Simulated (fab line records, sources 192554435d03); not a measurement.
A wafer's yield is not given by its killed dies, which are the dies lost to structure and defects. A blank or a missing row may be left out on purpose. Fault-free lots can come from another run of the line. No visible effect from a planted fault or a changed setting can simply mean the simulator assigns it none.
Struck lot and sound lot, side by side + flow n5-finfet + 25 steps out of a route of 1938
Sound: the wafers L348.2, L348.3, L348.5. Wafers L345.4, L345.5, L345.6 were the ones struck. The cause is given at the end.
Per side, at each step with rows, come the tool, then ch with its chambers, and then its first start. Under that, the readings that differ: sound wafers + struck wafers + difference of the means + sigmas: that difference in standard deviations of wafers without a fault.
alike: same words and numbers on both sides, and readings whose means sit less than 2 such deviations apart. not compared: any withheld reading, any reading some wafer has no value for, any bound like >300 that may hide the same value, and any number with overlapping values for which the record gives no deviation.
A row with sigmas, a row that says differs or no value, or rows on one side alone: a step with any of these is where the two part. Numbers that don't overlap but have no deviation are shown without sigmas and don't part them. A reading missing from all wafers of one side parts the sides only when that side holds two or more wafers.

first, 9 steps without rows for these wafers: N5_MIM_BOT_LITHO_EXPOSE_05 (exposes mask MIM BOT); N5_MIM_BOT_LITHO_PEB_06; N5_MIM_BOT_LITHO_DEVELOP_07 (develop time 60 s); N5_MIM_BOT_LITHO_HARDBAKE_09 (time 120 s); N5_MIM_BOT_LITHO_DESCUM_10 (chemistry O2, time 7.9 s); N5_MIM_BOT_ETCH_ETCH_04 (etches SiNx in CF4/O2, target depth 26 nm, time 13 s); N5_MIM_BOT_ETCH_ETCH_03 (etches the open film in Cl2/BCl3, target depth 12 nm); N5_MIM_BOT_ETCH_ETCH_00 (etches TiN in Cl2/BCl3, target depth 45.5 nm); N5_MIM_BOT_ETCH_STRIP_01 (strips in O2).
N5_MIM_BOT_ETCH_STRIP_02: strips in post etch residue remover, time 1200 s.
  sound on wet-bench-04 ch 3,4,5, day 17 11:55; struck on wet-bench-01 ch 0,1,6, day 16 23:14
  alike: bath-guard-temp-C
then, 12 steps without rows for these wafers: N5_MIM_BOT_ETCH_CLEAN_05 (cleans in IPA, time 180 s); N5_MIM_BOT_ETCH_SRD_06 (time 30 s); N5_PASSIVATION_PECVD_55 (deposits SiO2 from SiH4/N2O, target thk 400 nm, time 22.5 s); N5_PASSIVATION_PECVD_01 (deposits SiNx from SiH4/NH3/N2, target thk 200 nm, time 43.2 s); N5_PASSIVATION_HMDS_03 (time 60 s); N5_PASSIVATION_COAT_04; N5_PASSIVATION_EBR_06; N5_PASSIVATION_SOFTBAKE_05 (time 90 s); N5_PASSIVATION_EXPOSE_07 (exposes mask TV, defocus 0 nm, target cd 3000 nm); N5_PASSIVATION_PEB_08; N5_PASSIVATION_DEVELOP_09 (develop time 60 s); N5_PASSIVATION_HARDBAKE_11 (time 120 s).
N5_PASSIVATION_INSPECT_61: inspects for defects (macro).
  sound: defect-inspect-02 at day 17 13:32; struck: defect-inspect-01 at day 17 02:13
| reading          | sound | struck         | difference | sigmas |
|------------------|-------|----------------|------------|--------|
| raw-defect-count | 3 4 1 | >300 >300 >300 | differs    |        |
then, 1 step without rows for these wafers: N5_PASSIVATION_DESCUM_12 (chemistry O2, time 7.9 s).
N5_PASSIVATION_PROBE_49:
  the record has rows for the struck wafers here (prober-01, day 17 10:46) and none for the sound ones

WHERE THEY PART
Last at N5_PASSIVATION_PROBE_49 as far as this record goes, first at N5_PASSIVATION_INSPECT_61.

WHY: what the simulator had put in
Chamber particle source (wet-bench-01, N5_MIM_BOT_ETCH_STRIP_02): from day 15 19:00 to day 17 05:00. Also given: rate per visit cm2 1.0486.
